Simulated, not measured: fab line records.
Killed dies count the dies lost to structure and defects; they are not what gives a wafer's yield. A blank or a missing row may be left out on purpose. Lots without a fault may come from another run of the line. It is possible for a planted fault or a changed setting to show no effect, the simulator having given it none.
Struck lot and sound lot, side by side + flow nandHarc + 18 out of 1302 route steps
Sound: the wafers L638.1, L638.2, L638.4. Struck: wafers L626.2, L626.3, L626.4. The cause is named last.
Order at every step that has rows: each side's tool, ch and its chambers, its first start. Under that, the readings that differ: sound wafers + struck wafers + difference of the means + sigmas: that difference in standard deviations of wafers without a fault.
alike: readings with means less than 2 such deviations apart, plus words and numbers identical on both sides. not compared: withheld readings, readings lacking a value on some wafer, bounds such as >300 that could conceal the same value, and numbers that have no deviation in the record and whose values overlap.
A row with sigmas, a row that says differs or no value, or rows on one side alone: a step with any of these is where the two part. Non-overlapping numbers with no deviation appear without sigmas and do not part them. A reading that every wafer of one side lacks parts them only if that side has two wafers or more.

NHARC_P_GATE_CD_MEAS_46 targets a cd of 720 nm.
  sound on cdSem-03 ch 0, day 11 14:07; struck on cdSem-01 ch 0, day 6 17:48
  alike: cdNm
then, 1 step without rows for these wafers: NHARC_P_GATE_HARDBAKE_47 (time 80 s).
NHARC_P_GATE_DESCUM_48: chemistry O2, time 3 s.
  sound on rieDiel-07 ch 0,1,2, day 11 14:16; struck on rieDiel-07 ch 0,2,3, day 6 17:58
| reading             | sound | struck | difference | sigmas |
|---------------------|-------|--------|------------|--------|
| rfHoursCounterH (h) | 8 7 7 | 0 0 0  | -7         |        |
  alike: drypumpMotorCurrentA, oesProductAu, rfVppV, showerheadPlenumPTorr, throttleValvePct
then, 1 step without rows for these wafers: NHARC_P_GATE_IMPLANT_49.
NHARC_P_GATE_STRIP_111: strips in N2/H2, time 250 s.
  sound on plasmaAsher-01 ch 0,1, day 11 14:38; struck on plasmaAsher-02 ch 0,1, day 6 18:22
| reading          | sound     | struck   | difference | sigmas |
|------------------|-----------|----------|------------|--------|
| heaterPowerW (W) | 100 97 98 | 83 87 80 | -15        | -2     |
  alike: drypumpMotorCurrentA
  not compared: rfHoursCounterH
NHARC_P_GATE_STRIP_75: strips in O2.
  sound on plasmaAsher-01 ch 0,1, day 11 14:56; struck on plasmaAsher-02 ch 0,1, day 6 18:38
  alike: drypumpMotorCurrentA, heaterPowerW
  not compared: rfHoursCounterH
then, 6 steps without rows for these wafers: NHARC_P_GATE_STRIP_50 (strips in SPM, time 900 s); NHARC_P_GATE_DEHYDRATE_51 (time 120 s); NHARC_P_GATE_HMDS_52 (time 30 s); NHARC_P_GATE_COAT_53; NHARC_P_GATE_SOFTBAKE_54 (time 95 s); NHARC_P_GATE_EBR_55.
NHARC_P_GATE_EXPOSE_56: exposes mask P PSD, target cd 720 nm.
  sound on krfScanner-01 ch 0, day 11 15:43; struck on krfScanner-01 ch 0, day 6 19:24
| reading | sound                   | struck                  | difference | sigmas |
|---------|-------------------------|-------------------------|------------|--------|
| mask    | P_PSD#0 P_PSD#0 P_PSD#0 | P_HVN#0 P_HVN#0 P_HVN#0 | differs    |        |
then, 2 steps without rows for these wafers: NHARC_P_GATE_PEB_57 (peb time 85 s); NHARC_P_GATE_DEVELOP_58 (time 70 s).
NHARC_P_GATE_CD_MEAS_59 targets a cd of 720 nm.
  sound on cdSem-03 ch 0, day 11 15:52; struck on cdSem-01 ch 0, day 6 19:33
| reading   | sound             | struck | difference                    | sigmas |
|-----------|-------------------|--------|-------------------------------|--------|
| cdNm (nm) | 718.7 718.6 720.0 | - - -  | no value on the struck wafers |        |
then, 1 step without rows for these wafers: NHARC_P_GATE_HARDBAKE_60 (time 80 s).
-- the record jumps here: 19 days lie between the struck wafers' starts before and after (it left off in module P_GATE and takes up again in module END, whose first step shown is number 1302 of the route) --
NHARC_END_SORT_01:
  only the struck wafers appear in the record here, on prober-01 ch 0 at day 25 09:26; the sound ones have no rows

WHERE THEY PART
Last at NHARC_END_SORT_01 as far as this record goes, first at NHARC_P_GATE_STRIP_111.

WHY: whatever the simulator had introduced
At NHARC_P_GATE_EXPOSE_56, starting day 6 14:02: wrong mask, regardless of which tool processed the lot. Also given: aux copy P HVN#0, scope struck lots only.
